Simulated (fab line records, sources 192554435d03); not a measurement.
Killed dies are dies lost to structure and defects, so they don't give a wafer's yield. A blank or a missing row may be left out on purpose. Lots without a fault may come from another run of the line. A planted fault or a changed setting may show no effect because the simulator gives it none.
A struck lot beside a sound one | flow n5_finfet | 16 steps out of a route of 1938
Sound: wafers L125.1, L125.4, L125.5. Struck: wafers L134.1, L134.5. (L134.4 of the same lot was not struck and is left out.) The cause comes at the end.
At each step with rows: each side's tool, then ch and its chambers, then its first start. Under that, the readings that differ: sound wafers | struck wafers | difference of the means | sigmas: that difference in standard deviations of wafers without a fault.
alike: readings whose means differ by less than 2 such deviations, and words and numbers that are the same on both sides. not compared: withheld readings, readings that some wafer has no value for, bounds like >300 that may hide the same value, and numbers for which the record gives no deviation and whose values overlap.
The two part at a step that has a row with sigmas, a row that says differs or no value, or rows on one side only. Numbers that don't overlap but have no deviation are shown without sigmas and don't part them. A reading that every wafer of one side lacks parts them only if that side has two wafers or more.

first, 1 step without rows for these wafers: N5_BEOL_M0_WET_ETCH_106 (etches SiO2 in DHF, target depth 130 nm, rinse time 30 s).
N5_BEOL_M0_ETCH_128: etches SiCN in CF4/N2, target depth 12 nm, overetch 5.1 nm, time 21.4 s.
  sound on rie_diel-04 ch 0,2,3, day 7 20:04; struck on rie_diel-03 ch 1,2, day 10 10:24
  alike: drypump_motor_current_A, oes_product_au, rf_vpp_V, showerhead_plenum_p_Torr, throttle_valve_pct
  not compared: rf_hours_counter_h
then, 1 step without rows for these wafers: N5_BEOL_M0_TRENCH_ETCH_107 (etches SiOC in C4F6/O2, target depth 32.8 nm, time 16.4 s).
N5_BEOL_M0_STRIP_142: strips in N2/H2, time 10 s.
  sound on rie_diel-04 ch 0,2,3, day 7 20:08; struck on rie_diel-03 ch 1,2, day 10 10:28
  alike: drypump_motor_current_A, oes_product_au, rf_vpp_V, showerhead_plenum_p_Torr, throttle_valve_pct
  not compared: rf_hours_counter_h
N5_BEOL_M0_OCD_MEAS_108:
  sound on ocd-02, day 7 20:13; struck on ocd-01, day 10 10:32
  alike: trench_depth_nm
then, 5 steps without rows for these wafers: N5_BEOL_M0_HM_STRIP_129 (strips TiN in peroxide tin strip, target depth 17 nm, time 108 s); N5_BEOL_M0_SRD_130 (time 30 s); N5_BEOL_M0_ETCH_109 (etches SiCN in CH3F/O2, target depth 8 nm, overetch 2.4 nm, time 27.4 s); N5_BEOL_M0_STRIP_139 (strips in post etch residue remover, time 60 s); N5_BEOL_M0_SRD_111 (time 30 s).
N5_BEOL_M0_DEGAS_112: time 60 s.
  sound on pvd_sputter-03, day 7 22:07; struck on pvd_sputter-01, day 10 11:17
  alike: heater_power_w
N5_BEOL_M0_PRE_CLEAN_113: time 30 s.
  sound on pvd_sputter-03, day 7 22:09; struck on pvd_sputter-01, day 10 11:19
  alike: heater_power_w
N5_BEOL_M0_ALD_136: deposits TaN, pulse time 2 s, purge time 3 s, co reactant purge time 2 s.
  sound on ald_metal-03 ch 1,2, day 7 22:13; struck on ald_metal-03 ch 2,3, day 10 11:23
  reading                              | sound       | struck    | difference | sigmas
  ald_cycles                           | 30 30 30    | 27 27     | -3         |
  precursor_vessel_carrier_sccm (sccm) | 996 996 998 | 1007 1005 | +9         | +3
  alike: heater_power_w
N5_BEOL_M0_SURFACE_TREAT_137:
  sound on pvd_sputter-03, day 7 22:29; struck on pvd_sputter-02, day 10 11:37
  alike: ar_flow_sccm
  not compared: pressure_mtorr, throttle_valve_pct
-- the record jumps here: 2 days lie between the struck wafers' starts before and after (it left off in module BEOL_M0 and takes up again in module BEOL_M4, whose first step shown is number 1111 of the route) --
N5_BEOL_M4_RC_MEAS_101:
  sound on prober-01 ch 0, day 9 18:10; struck on prober-01 ch 0, day 12 13:17
  alike: DIBL_N, DIBL_P, IOFF_N, IOFF_P, ION_N, ION_P, SS_N, SS_P, VT_N, VT_P
-- the record jumps here: 5 days lie between the struck wafers' starts before and after (it left off in module BEOL_M4 and takes up again in module PASSIVATION, whose first step shown is number 1936 of the route) --
N5_PASSIVATION_PROBE_49:
  sound on prober-02, day 14 13:02; struck on prober-01, day 17 03:24
  alike: defect_limited_yield, killed_at_M0_to_M3, killed_at_M4_up, killed_at_contacts, killed_at_front_end, killed_at_other, killed_dies, killed_open, killed_short, sort_bin_5_function, sort_bin_6_memory, sort_n_pass, sort_yield_pct

WHERE THEY PART
Only at N5_BEOL_M0_ALD_136, within this record. Later steps at which nothing parts them and some readings are alike: N5_BEOL_M0_SURFACE_TREAT_137, N5_BEOL_M4_RC_MEAS_101, N5_PASSIVATION_PROBE_49.

WHY: what the simulator had put in
Process parameter drift: ald_metal-03, from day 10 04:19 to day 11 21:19, at N5_BEOL_M0_ALD_136. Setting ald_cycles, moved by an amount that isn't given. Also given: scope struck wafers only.
